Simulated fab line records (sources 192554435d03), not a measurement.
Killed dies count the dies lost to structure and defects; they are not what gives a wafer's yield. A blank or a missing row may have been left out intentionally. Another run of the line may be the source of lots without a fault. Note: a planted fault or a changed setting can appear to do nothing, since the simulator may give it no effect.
fab line records	flow n5-finfet
record: lots: 24	wafers: 72	last-day: 17
route steps=1938 shown BEOL_M9@1424 BEOL_M10@1485
lots with no fault: from the same line, run without faults
start-h: hours from the record's opening day to when the first of the lot's shown wafers began	wait-h: hours since the lot's step before	" unchanged from the row above	L1.1+2: several wafers, shown together as one row	- no value present, or no start provided	* or withheld: withheld	< > ~ a bound
route shown NAME@n: NAME is a module with steps in the file, n the number in the route of the first one	usual: mean/standard deviation taken from wafers without a fault	same: alike in all rows	chamber/n: place in a boat	sites: each site's reading	_std_site: the standard deviation of these	_edge_site: the outer-site mean with the inner-site mean subtracted	radius-mm: for every site, how far away it sits from the centre of the wafer	mask NAME#n: copy n	behind: the last tool/chamber to shape the wafer	hold: reason for holding the lot/hours on hold/outcome of the hold	device: whichever transistor did not switch (one of n, p or np)	end of line: tests of these same wafers at the route's end	step lacking rows: just its recipe	killed: dies lost to structure and defects at the first sort, not the wafer's yield	map: a wafer's dies, x killed, . not, _ none there
set.NAME: the setting as run; set.NAME@STEP: as run at that earlier step	model.NAME: the simulator's own value behind a step, which no gauge read
the route's steps for a sample of lots (tables are steps, rows are wafers)
services: from which hour (start-h, from the record's first day; less than 0 if before it) a tool's chamber was out of use, for how many hours, and why
== steps ==
step: N5_BEOL_M9_CD_MEAS_18
recipe: pitch-nm: 140	target-cd-nm: 70
usual: cd-nm: 69.9/0.67
lot.wafer	tool	chamber	start-h	wait-h	cd-nm
L074.1	cd-sem-01	-	198.85	0.0	70.4
L074.4	"	-	"	"	69.1
L074.6	"	-	"	"	69.6
L075.1	cd-sem-02	-	209.04	0.0	71.2
L075.2	"	-	"	"	70.2
L075.4	"	-	"	"	70.7
L078.1	cd-sem-01	-	218.84	0.0	70.6
L078.3	"	-	"	"	70.7
L078.5	"	-	"	"	70.5
L077.2	cd-sem-01	-	220.13	0.1	70.3
L077.3	"	-	"	"	70.2
L077.4	"	-	"	"	70.0
L076.1	cd-sem-01	-	223.10	0.0	69.4
L076.3	"	-	"	"	69.3
L076.5	"	-	"	"	69.2
L079.1	cd-sem-01	-	227.68	0.0	70.0
L079.2	"	-	"	"	69.0
L079.4	"	-	"	"	70.6
L080.2	cd-sem-02	-	237.38	0.1	69.7
L080.4	"	-	"	"	69.9
L080.5	"	-	"	"	70.5
L081.1	cd-sem-01	-	244.38	0.0	69.2
L081.5	"	-	"	"	69.5
L081.6	"	-	"	"	69.6
L083.2	cd-sem-01	-	246.67	0.1	69.2
L083.4	"	-	"	"	69.4
L083.6	"	-	"	"	69.3
L082.1	cd-sem-01	-	253.06	0.0	69.8
L082.4	"	-	"	"	69.7
L082.6	"	-	"	"	70.2
L084.1	cd-sem-02	-	257.47	0.0	70.2
L084.2	"	-	"	"	70.7
L084.3	"	-	"	"	71.0
L085.2	cd-sem-01	-	275.81	0.1	71.2
L085.3	"	-	"	"	70.3
L085.6	"	-	"	"	70.7
L087.1	cd-sem-01	-	282.48	0.0	69.7
L087.2	"	-	"	"	69.6
L087.5	"	-	"	"	69.5
L086.3	cd-sem-02	-	282.76	0.1	69.1
L086.4	"	-	"	"	69.2
L086.6	"	-	"	"	69.1
L088.3	cd-sem-01	-	286.34	0.1	69.4
L088.4	"	-	"	"	71.0
L088.6	"	-	"	"	70.5
L089.1	cd-sem-01	-	286.55	0.0	69.2
L089.3	"	-	"	"	69.5
L089.4	"	-	"	"	68.7
L090.2	cd-sem-03	-	304.17	0.1	69.1
L090.5	"	-	"	"	70.6
L090.6	"	-	"	"	70.8
L091.1	cd-sem-01	-	319.45	0.0	70.0
L091.4	"	-	"	"	70.6
L091.5	"	-	"	"	69.6
L092.1	cd-sem-01	-	321.43	0.0	70.3
L092.2	"	-	"	"	69.4
L092.5	"	-	"	"	69.1
L093.1	cd-sem-02	-	322.19	0.0	69.9
L093.3	"	-	"	"	70.4
L093.4	"	-	"	"	70.0
L095.1	cd-sem-02	-	333.36	0.0	70.9
L095.2	"	-	"	"	70.5
L095.3	"	-	"	"	70.1
L094.2	cd-sem-01	-	336.81	0.1	70.5
L094.3	"	-	"	"	69.3
L094.6	"	-	"	"	71.4
L096.1	cd-sem-03	-	341.28	0.0	68.6
L096.4	"	-	"	"	69.3
L096.5	"	-	"	"	68.7
L097.2	cd-sem-01	-	351.16	0.1	69.4
L097.4	"	-	"	"	69.6
L097.5	"	-	"	"	68.9
step: N5_BEOL_M9_CD_MEAS_35
recipe: target-cd-nm: 70	target-cd-y-nm: 40	polarity: opening
usual: cd-nm: 69.9/0.7
lot.wafer	tool	chamber	start-h	wait-h	cd-nm
L074.1	cd-sem-01	-	201.01	0.0	70.7
L074.4	"	-	"	"	68.8
L074.6	"	-	"	"	70.1
L075.1	cd-sem-01	-	210.29	0.0	71.0
L075.2	"	-	"	"	70.6
L075.4	"	-	"	"	70.9
L078.1	cd-sem-02	-	220.76	0.0	71.1
L078.3	"	-	"	"	70.6
L078.5	"	-	"	"	70.0
L077.2	cd-sem-02	-	222.40	0.0	69.7
L077.3	"	-	"	"	70.4
L077.4	"	-	"	"	69.6
L076.1	cd-sem-01	-	224.43	0.0	69.9
L076.3	"	-	"	"	69.4
L076.5	"	-	"	"	69.6
L079.1	cd-sem-01	-	228.85	0.0	69.8
L079.2	"	-	"	"	68.6
L079.4	"	-	"	"	70.2
L080.2	cd-sem-02	-	239.60	0.0	70.0
L080.4	"	-	"	"	70.2
L080.5	"	-	"	"	70.8
L081.1	cd-sem-01	-	246.38	0.0	69.4
L081.5	"	-	"	"	69.6
L081.6	"	-	"	"	69.2
L083.2	cd-sem-02	-	247.84	0.0	69.4
L083.4	"	-	"	"	69.1
L083.6	"	-	"	"	69.6
L082.1	cd-sem-02	-	254.51	0.0	69.8
L082.4	"	-	"	"	69.3
L082.6	"	-	"	"	70.5
L084.1	cd-sem-02	-	260.34	0.0	70.3
L084.2	"	-	"	"	70.5
L084.3	"	-	"	"	70.9
L085.2	cd-sem-01	-	276.85	0.0	71.4
L085.3	"	-	"	"	70.1
L085.6	"	-	"	"	70.4
L087.1	cd-sem-01	-	286.69	0.0	69.7
L087.2	"	-	"	"	70.0
L087.5	"	-	"	"	69.7
L086.3	cd-sem-01	-	287.00	0.0	68.8
L086.4	"	-	"	"	68.7
L086.6	"	-	"	"	69.1
L088.3	cd-sem-01	-	287.66	0.0	69.9
L088.4	"	-	"	"	71.0
L088.6	"	-	"	"	70.8
L089.1	cd-sem-02	-	287.72	0.0	69.9
L089.3	"	-	"	"	70.0
L089.4	"	-	"	"	69.3
L090.2	cd-sem-03	-	309.73	0.0	68.8
L090.5	"	-	"	"	69.9
L090.6	"	-	"	"	71.1
L091.1	cd-sem-01	-	321.17	0.0	70.0
L091.4	"	-	"	"	70.6
L091.5	"	-	"	"	69.7
L092.1	cd-sem-03	-	327.53	0.0	70.3
L092.2	"	-	"	"	69.2
L092.5	"	-	"	"	68.7
L093.1	cd-sem-02	-	328.05	0.0	69.9
L093.3	"	-	"	"	70.7
L093.4	"	-	"	"	70.3
L095.1	cd-sem-03	-	335.21	0.0	70.9
L095.2	"	-	"	"	70.1
L095.3	"	-	"	"	70.2
L094.2	cd-sem-03	-	339.41	0.0	70.6
L094.3	"	-	"	"	69.7
L094.6	"	-	"	"	71.2
L096.1	cd-sem-02	-	343.35	0.0	69.2
L096.4	"	-	"	"	68.5
L096.5	"	-	"	"	68.8
L097.2	cd-sem-03	-	352.50	0.0	69.9
L097.4	"	-	"	"	69.2
L097.5	"	-	"	"	68.6
step: N5_BEOL_M9_SURFACE_TREAT_79
recipe: gas: Ar	time-s: *	ion-energy-ev: *	ion-current-ma-cm2: 0.5	pressure-mtorr: *	ar-flow-sccm: 30
usual: throttle-valve-pct: *
lot.wafer	tool	chamber	start-h	wait-h	throttle-valve-pct
L074.1	pvd-sputter-01	-	201.84	0.2	*
L074.4	"	-	"	"	*
L074.6	"	-	"	"	*
L075.1	pvd-sputter-03	-	211.16	0.2	*
L075.2	"	-	"	"	*
L075.4	"	-	"	"	*
L078.1	pvd-sputter-02	-	221.96	0.2	*
L078.3	"	-	"	"	*
L078.5	"	-	"	"	*
L077.2	pvd-sputter-01	-	223.80	0.2	*
L077.3	"	-	"	"	*
L077.4	"	-	"	"	*
L076.1	pvd-sputter-03	-	227.27	0.3	*
L076.3	"	-	"	"	*
L076.5	"	-	"	"	*
L079.1	pvd-sputter-02	-	230.37	0.2	*
L079.2	"	-	"	"	*
L079.4	"	-	"	"	*
L080.2	pvd-sputter-03	-	240.39	0.2	*
L080.4	"	-	"	"	*
L080.5	"	-	"	"	*
L081.1	pvd-sputter-01	-	247.30	0.2	*
L081.5	"	-	"	"	*
L081.6	"	-	"	"	*
L083.2	pvd-sputter-02	-	249.16	0.5	*
L083.4	"	-	"	"	*
L083.6	"	-	"	"	*
L082.1	pvd-sputter-03	-	256.44	0.2	*
L082.4	"	-	"	"	*
L082.6	"	-	"	"	*
L084.1	pvd-sputter-02	-	261.39	0.2	*
L084.2	"	-	"	"	*
L084.3	"	-	"	"	*
L085.2	pvd-sputter-01	-	280.32	1.8	*
L085.3	"	-	"	"	*
L085.6	"	-	"	"	*
L087.1	pvd-sputter-01	-	287.90	0.2	*
L087.2	"	-	"	"	*
L087.5	"	-	"	"	*
L086.3	pvd-sputter-03	-	289.89	1.9	*
L086.4	"	-	"	"	*
L086.6	"	-	"	"	*
L088.3	pvd-sputter-01	-	290.06	1.8	*
L088.4	"	-	"	"	*
L088.6	"	-	"	"	*
L089.1	pvd-sputter-03	-	290.51	0.2	*
L089.3	"	-	"	"	*
L089.4	"	-	"	"	*
L090.2	pvd-sputter-03	-	311.61	0.2	*
L090.5	"	-	"	"	*
L090.6	"	-	"	"	*
L091.1	pvd-sputter-03	-	322.74	0.8	*
L091.4	"	-	"	"	*
L091.5	"	-	"	"	*
L093.1	pvd-sputter-03	-	329.38	0.2	*
L093.3	"	-	"	"	*
L093.4	"	-	"	"	*
L092.1	pvd-sputter-02	-	332.81	0.2	*
L092.2	"	-	"	"	*
L092.5	"	-	"	"	*
L095.1	pvd-sputter-01	-	336.16	0.2	*
L095.2	"	-	"	"	*
L095.3	"	-	"	"	*
L094.2	pvd-sputter-02	-	340.29	0.2	*
L094.3	"	-	"	"	*
L094.6	"	-	"	"	*
L096.1	pvd-sputter-02	-	344.29	0.3	*
L096.4	"	-	"	"	*
L096.5	"	-	"	"	*
L097.2	pvd-sputter-02	-	353.43	0.2	*
L097.4	"	-	"	"	*
L097.5	"	-	"	"	*
step: N5_BEOL_M10_INSPECT_13
recipe: mode: adi	inspect-instrument: brightfield
usual: raw-defect-count: 368/91
lot.wafer	tool	chamber	start-h	wait-h	raw-defect-count
L074.1	defect-inspect-01	-	204.77	0.0	254
L074.4	"	-	"	"	310
L074.6	"	-	"	"	316
L075.1	defect-inspect-01	-	214.40	0.0	245
L075.2	"	-	"	"	326
L075.4	"	-	"	"	426
L078.1	defect-inspect-02	-	226.72	0.0	476
L078.3	"	-	"	"	317
L078.5	"	-	"	"	352
L077.2	defect-inspect-01	-	227.40	0.0	233
L077.3	"	-	"	"	219
L077.4	"	-	"	"	309
L076.1	defect-inspect-02	-	230.58	0.0	494
L076.3	"	-	"	"	269
L076.5	"	-	"	"	393
L079.1	defect-inspect-02	-	232.82	0.0	226
L079.2	"	-	"	"	332
L079.4	"	-	"	"	299
L080.2	defect-inspect-02	-	243.57	0.0	387
L080.4	"	-	"	"	347
L080.5	"	-	"	"	373
L081.1	defect-inspect-01	-	250.41	0.0	592
L081.5	"	-	"	"	403
L081.6	"	-	"	"	290
L083.2	defect-inspect-01	-	252.80	0.0	465
L083.4	"	-	"	"	456
L083.6	"	-	"	"	427
L082.1	defect-inspect-02	-	261.03	0.0	378
L082.4	"	-	"	"	306
L082.6	"	-	"	"	418
L084.1	defect-inspect-02	-	264.78	0.0	396
L084.2	"	-	"	"	440
L084.3	"	-	"	"	333
L085.2	defect-inspect-02	-	283.19	0.0	328
L085.3	"	-	"	"	378
L085.6	"	-	"	"	276
L087.1	defect-inspect-01	-	293.78	0.0	303
L087.2	"	-	"	"	254
L087.5	"	-	"	"	288
L086.3	defect-inspect-02	-	294.06	0.0	353
L086.4	"	-	"	"	330
L086.6	"	-	"	"	342
L088.3	defect-inspect-01	-	294.74	0.0	366
L088.4	"	-	"	"	348
L088.6	"	-	"	"	384
L089.1	defect-inspect-02	-	294.91	0.0	492
L089.3	"	-	"	"	293
L089.4	"	-	"	"	330
L090.2	defect-inspect-02	-	315.30	0.0	364
L090.5	"	-	"	"	292
L090.6	"	-	"	"	617
L091.1	defect-inspect-02	-	329.21	0.0	349
L091.4	"	-	"	"	350
L091.5	"	-	"	"	480
L093.1	defect-inspect-02	-	333.00	0.0	315
L093.3	"	-	"	"	383
L093.4	"	-	"	"	399
L092.1	defect-inspect-02	-	336.32	0.0	361
L092.2	"	-	"	"	412
L092.5	"	-	"	"	313
L095.1	defect-inspect-01	-	339.98	0.0	260
L095.2	"	-	"	"	402
L095.3	"	-	"	"	293
L094.2	defect-inspect-01	-	343.41	0.0	520
L094.3	"	-	"	"	428
L094.6	"	-	"	"	334
L096.1	defect-inspect-02	-	347.81	0.0	451
L096.4	"	-	"	"	826
L096.5	"	-	"	"	640
L097.2	defect-inspect-02	-	356.67	0.0	491
L097.4	"	-	"	"	513
L097.5	"	-	"	"	418
step: N5_BEOL_M10_DESCUM_16
recipe: chemistry: O2	time-s: 7.9	source-power-w: 50	bias-power-w: 20	pressure-mtorr: 20	rf-frequency-hz: 2.712e+07	temp-c: 40	resist: CAR-ArF	o2-flow-sccm: 225
usual: drypump-motor-current-A: 5.7/0.5	o2-flow-sccm: 225.0/0.69	oes-product-au: 0.81/0.078	rf-vpp-V: 242.9/1.5	showerhead-plenum-p-Torr: 2.08/0.075	throttle-valve-pct: 20.42/0.27
lot.wafer	tool	chamber	start-h	wait-h	drypump-motor-current-A	o2-flow-sccm	oes-product-au	rf-hours-counter-h	rf-vpp-V	showerhead-plenum-p-Torr	throttle-valve-pct
L074.1	rie-diel-02	3	204.80	0.0	6.1	224.6	0.96	13	241.6	2.04	20.30
L074.4	"	0	"	"	5.5	225.7	0.87	47	244.2	2.23	20.39
L074.6	"	1	"	"	6.3	224.3	0.76	-	240.1	2.02	20.31
L075.1	rie-diel-02	1	214.57	0.2	6.3	224.2	0.76	162	241.8	2.02	20.32
L075.2	"	3	"	"	6.1	224.7	0.95	16	242.0	2.04	20.32
L075.4	"	2	"	"	5.8	226.1	0.87	34	243.3	2.13	20.30
L078.1	rie-diel-01	3	228.04	1.3	5.4	225.1	0.87	51	244.1	2.02	20.20
L078.3	"	1	"	"	5.0	224.3	0.70	195	242.5	2.02	21.11
L078.5	"	1	"	"	5.0	224.9	0.71	-	242.0	2.02	21.09
L077.2	rie-diel-01	3	228.99	1.6	5.4	225.7	0.86	51	241.7	2.02	20.22
L077.3	"	0	"	"	4.7	225.9	0.72	221	242.8	2.05	20.22
L077.4	"	1	"	"	5.0	223.5	0.70	196	241.5	2.02	21.10
L076.1	rie-diel-02	0	232.40	1.8	5.5	225.8	0.87	59	242.5	2.23	20.41
L076.3	"	3	"	"	6.1	224.3	0.92	25	241.2	2.03	20.31
L076.5	"	2	"	"	5.8	224.0	0.87	-	243.6	2.13	20.31
L079.1	rie-diel-02	0	234.12	1.3	5.5	225.5	0.86	59	246.1	2.23	20.40
L079.2	"	1	"	"	6.3	225.1	0.76	170	240.7	2.02	20.34
L079.4	"	2	"	"	5.8	223.9	0.85	43	244.4	2.13	20.30
L080.2	rie-diel-01	0	243.60	0.0	4.7	224.7	0.71	227	242.7	2.05	20.23
L080.4	"	3	"	"	5.3	225.8	0.86	57	241.4	2.02	20.22
L080.5	"	0	"	"	4.7	223.9	0.71	-	242.7	2.05	20.23
L081.1	rie-diel-02	3	250.87	0.5	6.1	225.1	0.91	33	243.0	2.03	20.33
L081.5	"	3	"	"	6.1	223.8	0.91	-	240.7	2.03	20.35
L081.6	"	2	"	"	5.8	224.3	0.85	-	245.4	2.13	20.34
L083.2	rie-diel-06	2	252.83	0.0	5.6	226.2	0.69	231	243.8	2.15	20.92
L083.4	"	3	"	"	5.6	223.9	0.79	113	240.4	2.01	20.51
L083.6	"	1	"	"	6.3	224.2	0.89	-	242.9	2.04	20.16
L082.1	rie-diel-06	3	261.12	0.1	5.6	225.4	0.79	116	241.2	2.01	20.51
L082.4	"	0	"	"	5.7	224.3	0.82	83	245.6	2.22	20.27
L082.6	"	1	"	"	6.3	225.6	0.89	-	242.5	2.04	20.14
L084.1	rie-diel-01	1	264.99	0.2	5.0	225.5	0.69	211	242.5	2.01	21.13
L084.2	"	0	"	"	4.7	224.2	0.70	237	243.5	2.04	20.24
L084.3	"	2	"	"	6.2	225.0	0.88	40	245.4	2.12	20.26
L085.2	rie-diel-06	0	283.22	0.0	5.7	225.5	0.81	92	244.5	2.21	20.31
L085.3	"	3	"	"	5.5	226.4	0.78	124	242.0	2.00	20.53
L085.6	"	2	"	"	5.6	223.7	0.68	-	243.2	2.15	20.94
L087.1	rie-diel-02	2	293.81	0.0	5.8	225.0	0.83	65	244.1	2.12	20.35
L087.2	"	0	"	"	5.5	224.8	0.82	82	245.4	2.22	20.46
L087.5	"	1	"	"	6.4	224.6	0.74	-	242.1	2.01	20.37
L086.3	rie-diel-01	3	294.10	0.0	5.4	224.5	0.85	68	242.8	2.02	20.23
L086.4	"	1	"	"	5.0	224.6	0.68	221	240.0	2.01	21.15
L086.6	"	0	"	"	4.7	225.4	0.70	-	242.0	2.04	20.27
L088.3	rie-diel-01	3	294.78	0.0	5.4	225.5	0.84	68	242.8	2.02	20.24
L088.4	"	1	"	"	5.0	225.7	0.69	221	241.9	2.01	21.15
L088.6	"	1	"	"	5.0	224.8	0.70	-	241.7	2.01	21.13
L089.1	rie-diel-02	0	294.94	0.0	5.5	225.0	0.83	83	245.5	2.22	20.46
L089.3	"	3	"	"	6.1	223.8	0.89	48	242.1	2.03	20.36
L089.4	"	2	"	"	5.8	225.8	0.83	66	243.2	2.12	20.34
L090.2	rie-diel-06	1	315.67	0.4	6.3	225.4	0.86	60	243.4	2.04	20.19
L090.5	"	1	"	"	6.3	225.1	0.86	-	243.2	2.03	20.19
L090.6	"	0	"	"	5.7	225.1	0.80	-	244.0	2.21	20.29
L091.1	rie-diel-01	1	329.29	0.1	5.0	225.4	0.68	234	240.3	2.00	21.14
L091.4	"	2	"	"	6.2	225.3	0.84	61	241.4	2.11	20.30
L091.5	"	2	"	"	6.2	223.8	0.84	-	243.7	2.11	20.30
L093.1	rie-diel-02	3	333.03	0.0	6.1	224.5	0.87	58	242.3	2.02	20.37
L093.3	"	2	"	"	5.8	224.7	0.82	76	244.4	2.12	20.37
L093.4	"	1	"	"	6.3	223.8	0.74	204	241.2	2.01	20.39
L092.1	rie-diel-06	2	336.48	0.2	5.6	224.5	1.00	0	243.2	2.14	20.58
L092.2	"	1	"	"	6.2	224.5	0.84	69	241.9	2.03	20.21
L092.5	"	2	"	"	5.5	223.7	1.00	-	243.8	2.14	20.58
L095.1	rie-diel-02	0	340.01	0.0	5.5	224.0	0.82	94	246.0	2.21	20.45
L095.2	"	2	"	"	5.8	225.5	0.82	78	244.0	2.12	20.37
L095.3	"	3	"	"	6.1	224.7	0.87	61	241.4	2.02	20.40
L094.2	rie-diel-06	3	343.75	0.3	5.6	225.8	0.76	146	241.9	2.00	20.57
L094.3	"	1	"	"	6.2	226.3	0.84	71	240.9	2.03	20.20
L094.6	"	2	"	"	5.6	224.9	0.97	-	244.2	2.14	20.60
L096.1	rie-diel-02	1	347.84	0.0	6.3	225.8	0.73	208	242.2	2.01	20.39
L096.4	"	0	"	"	5.5	225.5	0.81	-	244.8	2.21	20.48
L096.5	"	1	"	"	6.3	224.5	0.73	-	240.4	2.01	20.40
L097.2	rie-diel-01	1	356.71	0.0	5.0	224.8	0.68	244	241.5	2.00	21.17
L097.4	"	0	"	"	4.7	225.3	0.94	13	241.8	2.03	19.94
L097.5	"	3	"	"	5.4	224.2	0.81	-	242.1	2.01	20.28
step: N5_BEOL_M10_TRENCH_ETCH_37
recipe: chemistry: C4F6/O2	target-depth-a: 1488.3	target: SiCOH_lowk	time-s: 48	ion-energy-ev: 250	pressure-mtorr: 30	source-w: 345	bias-w: 185	Ar_flow_sccm: 300	C4F6_flow_sccm: 10	O2_flow_sccm: 10
usual: drypump-motor-current-A: 5.7/0.47	oes-product-au: 0.81/0.076	rf-vpp-V: 659/13	showerhead-plenum-p-Torr: 2.84/0.1	throttle-valve-pct: 20.98/0.25
lot.wafer	tool	chamber	start-h	wait-h	drypump-motor-current-A	oes-product-au	rf-hours-counter-h	rf-vpp-V	showerhead-plenum-p-Torr	throttle-valve-pct
L074.1	rie-diel-01	3	-	-	5.4	0.88	43	683	2.78	20.78
L074.4	"	0	"	"	4.7	0.72	212	653	2.79	20.69
L074.6	"	3	"	"	5.4	0.88	-	682	2.78	20.80
L075.1	rie-diel-02	3	-	-	6.1	0.93	17	653	2.79	20.90
L075.2	"	1	"	"	6.3	0.76	163	644	2.76	20.86
L075.4	"	0	"	"	5.5	0.87	51	650	3.04	20.99
L078.1	rie-diel-02	3	-	-	6.1	0.92	24	652	2.79	20.91
L078.3	"	2	"	"	5.8	0.87	42	682	2.91	20.90
L078.5	"	3	"	"	6.1	0.91	-	652	2.79	20.91
L077.2	rie-diel-06	2	-	-	5.6	0.70	225	640	2.93	21.40
L077.3	"	3	"	"	5.6	0.80	106	651	2.76	21.07
L077.4	"	1	"	"	6.3	0.90	32	668	2.78	20.65
L076.1	rie-diel-01	3	-	-	5.3	0.86	54	683	2.78	20.79
L076.3	"	1	"	"	5.0	0.71	198	667	2.72	21.45
L076.5	"	2	"	"	6.2	0.90	-	662	2.91	20.86
L079.1	rie-diel-01	0	-	-	4.7	0.71	224	655	2.79	20.71
L079.2	"	2	"	"	6.2	0.90	27	660	2.91	20.87
L079.4	"	1	"	"	5.0	0.71	199	666	2.72	21.45
L080.2	rie-diel-06	0	-	-	5.7	0.83	78	661	3.01	20.83
L080.4	"	3	"	"	5.6	0.80	111	651	2.75	21.11
L080.5	"	3	"	"	5.6	0.80	-	651	2.75	21.09
L081.1	rie-diel-02	0	-	-	5.5	0.85	67	648	3.03	21.04
L081.5	"	3	"	"	6.1	0.91	-	653	2.78	20.91
L081.6	"	2	"	"	5.8	0.86	-	683	2.91	20.91
L083.2	rie-diel-02	1	-	-	6.3	0.76	178	644	2.75	20.88
L083.4	"	0	"	"	5.5	0.86	68	649	3.03	21.05
L083.6	"	2	"	"	5.8	0.86	-	683	2.91	20.91
L082.1	rie-diel-01	1	-	-	5.0	0.71	210	665	2.72	21.47
L082.4	"	2	"	"	6.1	0.87	-	660	2.90	20.88
L082.6	"	1	"	"	5.0	0.70	-	665	2.72	21.46
L084.1	rie-diel-06	1	-	-	6.3	0.89	44	667	2.77	20.67
L084.2	"	0	"	"	5.7	0.82	85	658	3.01	20.86
L084.3	"	3	"	"	5.6	0.78	119	652	2.75	21.08
L085.2	rie-diel-06	2	-	-	5.5	0.68	242	641	2.92	21.40
L085.3	"	3	"	"	5.6	0.77	125	652	2.75	21.12
L085.6	"	1	"	"	6.3	0.88	-	669	2.77	20.68
L087.1	rie-diel-06	0	-	-	5.7	0.82	95	659	3.01	20.86
L087.2	"	3	"	"	5.6	0.78	128	651	2.75	21.10
L087.5	"	3	"	"	5.6	0.79	-	651	2.75	21.11
L088.3	rie-diel-01	1	-	-	5.0	0.70	222	666	2.71	21.49
L088.4	"	3	"	"	5.4	0.85	69	681	2.77	20.82
L088.6	"	1	"	"	5.0	0.69	-	668	2.71	21.48
L089.1	rie-diel-06	3	-	-	5.5	0.78	128	652	2.75	21.10
L089.3	"	0	"	"	5.7	0.81	96	660	3.01	20.87
L089.4	"	2	"	"	5.5	0.68	246	640	2.92	21.44
L086.3	rie-diel-02	1	-	-	6.3	0.74	195	644	2.75	20.90
L086.4	"	2	"	"	5.7	0.83	67	684	2.90	20.92
L086.6	"	3	"	"	6.1	0.87	-	653	2.78	20.96
L090.2	rie-diel-02	1	-	-	6.4	0.73	201	645	2.74	20.93
L090.5	"	3	"	"	6.1	0.87	-	653	2.77	20.95
L090.6	"	0	"	"	5.5	0.82	-	646	3.02	21.07
L091.1	rie-diel-01	2	-	-	6.2	0.84	63	661	2.89	20.92
L091.4	"	0	"	"	4.7	0.96	3	656	2.78	20.41
L091.5	"	1	"	"	5.0	0.69	-	668	2.71	21.51
L093.1	rie-diel-06	0	-	-	5.7	0.79	110	658	3.00	20.88
L093.3	"	3	"	"	5.6	0.75	143	651	2.74	21.13
L093.4	"	3	"	"	5.6	0.76	-	651	2.74	21.13
L092.1	rie-diel-02	3	-	-	6.1	0.86	61	651	2.77	20.95
L092.2	"	1	"	"	6.4	0.73	205	644	2.74	20.93
L092.5	"	2	"	"	5.8	0.83	-	683	2.89	20.93
L095.1	rie-diel-02	2	-	-	5.8	0.82	78	683	2.89	20.95
L095.2	"	0	"	"	5.5	0.82	95	648	3.02	21.08
L095.3	"	3	"	"	6.1	0.87	61	652	2.77	20.97
L094.2	rie-diel-02	1	-	-	6.3	0.73	207	644	2.74	20.94
L094.3	"	3	"	"	6.1	0.86	63	652	2.77	20.97
L094.6	"	1	"	"	6.3	0.73	-	644	2.74	20.92
L096.1	rie-diel-01	3	-	-	5.4	0.82	89	681	2.76	20.85
L096.4	"	1	"	"	5.0	0.68	242	667	2.70	21.52
L096.5	"	0	"	"	4.7	0.94	-	656	2.77	20.43
L097.2	rie-diel-01	2	-	-	6.2	0.82	73	660	2.89	20.93
L097.4	"	1	"	"	5.0	0.68	245	668	2.70	21.51
L097.5	"	1	"	"	5.0	0.67	-	666	2.70	21.51
== services ==
tool	chamber	start-h	hours	kind
rie-diel-06	-	215.62	15.6	pm
rie-diel-02	2	235.45	2.4	repair
rie-diel-01	3	246.14	18.9	repair
pvd-sputter-02	-	288.44	40.3	repair
rie-diel-01	2	299.37	5.1	repair
rie-diel-01	0	304.44	-	clean
rie-diel-01	0	304.44	-	consumable-replace:focus-ring
rie-diel-01	0	304.44	18.2	scheduled-down
rie-diel-01	0	304.44	18.2	vent-cycle
rie-diel-01	-	311.59	0.2	repair
rie-diel-06	2	312.32	-	clean
rie-diel-06	2	312.32	-	consumable-replace:focus-ring
rie-diel-06	2	312.32	23.8	scheduled-down
rie-diel-06	2	312.32	23.8	vent-cycle
rie-diel-02	2	343.93	4.8	repair
== key ==
fault none
